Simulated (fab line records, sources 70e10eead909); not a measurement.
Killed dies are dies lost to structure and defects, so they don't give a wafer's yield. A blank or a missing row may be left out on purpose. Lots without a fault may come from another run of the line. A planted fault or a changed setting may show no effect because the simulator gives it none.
Chamber matching | flow nand_harc | NHARC_P_ZERO_WELL_DESCUM_39 on rie_diel-12: 4 sister chambers
The step chemistry O2, time 3 s. 8 wafers are shown with their chamber, then 12 later ones without.

WAFERS WITH THEIR CHAMBER
wafer  | chamber | drypump_motor_current_A (A) | oes_product_au (a.u.)
L083.4 | 2       | 5.8                         | 0.999
L083.6 | 1       | 6.3                         | 1.008
L086.1 | 2       | 5.9                         | 1.001
L086.4 | 1       | 6.3                         | 1.000
L086.5 | 3       | 5.0                         | 0.988
L088.4 | 0       | 6.5                         | 0.996
L088.5 | 3       | 5.0                         | 0.982
L088.6 | 0       | 6.5                         | 0.995

WAFERS WITHOUT THEIR CHAMBER
wafer  | drypump_motor_current_A (A) | oes_product_au (a.u.)
L092.1 | 6.5                         | 0.991
L092.3 | 5.0                         | 0.997
L092.4 | 5.8                         | 1.011
L093.3 | 5.8                         | 0.996
L093.5 | 5.8                         | 1.006
L093.6 | 5.0                         | 0.988
L094.1 | 5.0                         | 1.000
L094.2 | 5.8                         | 1.006
L094.6 | 6.5                         | 1.001
L096.1 | 5.0                         | 0.995
L096.2 | 6.5                         | 0.991
L096.4 | 5.8                         | 0.997

WHICH CHAMBER EACH WENT THROUGH
wafer  | from the rows above | in truth
L092.1 | 0                   | 0
L092.3 | 3                   | 3
L092.4 | 2                   | 2
L093.3 | 2                   | 2
L093.5 | 2                   | 2
L093.6 | 3                   | 3
L094.1 | 3                   | 3
L094.2 | 2                   | 2
L094.6 | 0                   | 0
L096.1 | 3                   | 3
L096.2 | 0                   | 0
L096.4 | 2                   | 2
Placed correctly: 12 of 12. Can't be placed from these rows: 0. Placed wrongly: 0.
How it was worked out, from the rows above alone: a wafer's distance from a chamber is the root of the sum, over the readings, of the square of ((its reading less the chamber's mean) divided by the reading's scatter). The wafer belongs to the nearest chamber; if the next one is less than 2 further off, it can't be placed. A chamber's mean is the mean of its shown wafers. The scatter: the root of (the sum of the squares of (reading less its chamber's mean) over the shown wafers, divided by (wafers less chambers)).
